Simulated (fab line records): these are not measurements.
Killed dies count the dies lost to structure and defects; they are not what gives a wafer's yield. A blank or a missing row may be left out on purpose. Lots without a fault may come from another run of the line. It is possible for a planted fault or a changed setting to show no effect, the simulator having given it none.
One fault through the eyes of 2 desks :: flow n5 finfet :: each desk has only its own numbers; what lay behind them comes last

## THE DEFECT DESK
Inspection counts along the route, by lot: the mean over sampled wafers that carry a number. If a lot's mean is further than 4 standard deviations from the usual mean, the lot is out of limits and carries the mark OUT (the distance appears in the brackets).
Columns: A = raw defect count at N5_BEOL_M1_INSPECT_59, usual 76
lot: L821
first seen here: day 6 12:43
A: 108

lot: L826
first seen here: day 7 12:56
A: 66

lot: L828
first seen here: day 8 14:28
A: 93

lot: L831
first seen here: day 9 03:41
A: 53

lot: L832
first seen here: day 9 06:25
A: 65

lot: L834
first seen here: day 9 21:07
A: 93

lot: L835
first seen here: day 9 21:16
A: 96

lot: L833
first seen here: day 10 06:13
A: 51

lot: L836
first seen here: day 10 14:34
A: 65

lot: L837
first seen here: day 11 05:51
A: 90
Finding of this desk: none of the 10 lots has anything out of limits.

## FROM THE METROLOGY DESK
Means of the sampled wafers that have a number, per lot and without regard to the tool the lot ran on: this is what the gauges read. If a lot's mean is further than 4 standard deviations from the usual mean, the lot is out of limits and carries the mark OUT (the distance appears in the brackets). Of its 10 readings 7 are shown: those that lie furthest out on some lot.
Columns: A = DIBL_P at N5_BEOL_M4_RC_MEAS_101, usual 36.6 mV/V; B = ION_N at N5_BEOL_M4_RC_MEAS_101, usual 674 uA/um; C = ION_P at N5_BEOL_M4_RC_MEAS_101, usual 462 uA/um; D = SS_N at N5_BEOL_M4_RC_MEAS_101, usual 71.6 mV/dec; E = SS_P at N5_BEOL_M4_RC_MEAS_101, usual 73.5 mV/dec; F = VT_N at N5_BEOL_M4_RC_MEAS_101, usual 250 mV; G = VT_P at N5_BEOL_M4_RC_MEAS_101, usual -250 mV
lot: L821
first seen here: day 9 02:22
A: 34.9
B: 681
C: 468
D: 71.4
E: 73.6
F: 248
G: -247

lot: L826
first seen here: day 10 20:36
A: 35.4
B: 673
C: 462
D: 70.9
E: 72.9
F: 253
G: -253

lot: L828
first seen here: day 11 17:02
A: 37.0
B: 675
C: 456
D: 71.7
E: 73.1
F: 248
G: -254

lot: L831
first seen here: day 12 06:16
A: 36.2
B: 668
C: 464
D: 71.7
E: 73.3
F: 253
G: -249

lot: L832
first seen here: day 12 11:43
A: 37.5
B: 673
C: 459
D: 71.7
E: 73.7
F: 248
G: -251

lot: L835
first seen here: day 12 13:56
A: 36.1
B: 670
C: 457
D: 71.4
E: 73.5
F: 253
G: -255

lot: L834
first seen here: day 13 00:13
A: 38.0
B: 692
C: 469
D: 71.4
E: 73.7
F: 245
G: -249

lot: L833
first seen here: day 13 12:01
A: 38.1
B: 665
C: 456
D: 71.7
E: 73.5
F: 250
G: -251

lot: L836
first seen here: day 13 12:56
A: 32.4
B: 642
C: 448
D: 70.5
E: 71.8
F: 253
G: -250

lot: L837
first seen here: day 14 08:44
A: 36.7
B: 662
C: 460
D: 71.5
E: 73.9
F: 250
G: -250
Finding of this desk: none of the 10 lots has anything out of limits.

## PUT TOGETHER
Nothing the defect desk looked at was out of limits.
The metrology desk saw nothing out of limits.

## WHAT THE SIMULATOR HAD INSERTED
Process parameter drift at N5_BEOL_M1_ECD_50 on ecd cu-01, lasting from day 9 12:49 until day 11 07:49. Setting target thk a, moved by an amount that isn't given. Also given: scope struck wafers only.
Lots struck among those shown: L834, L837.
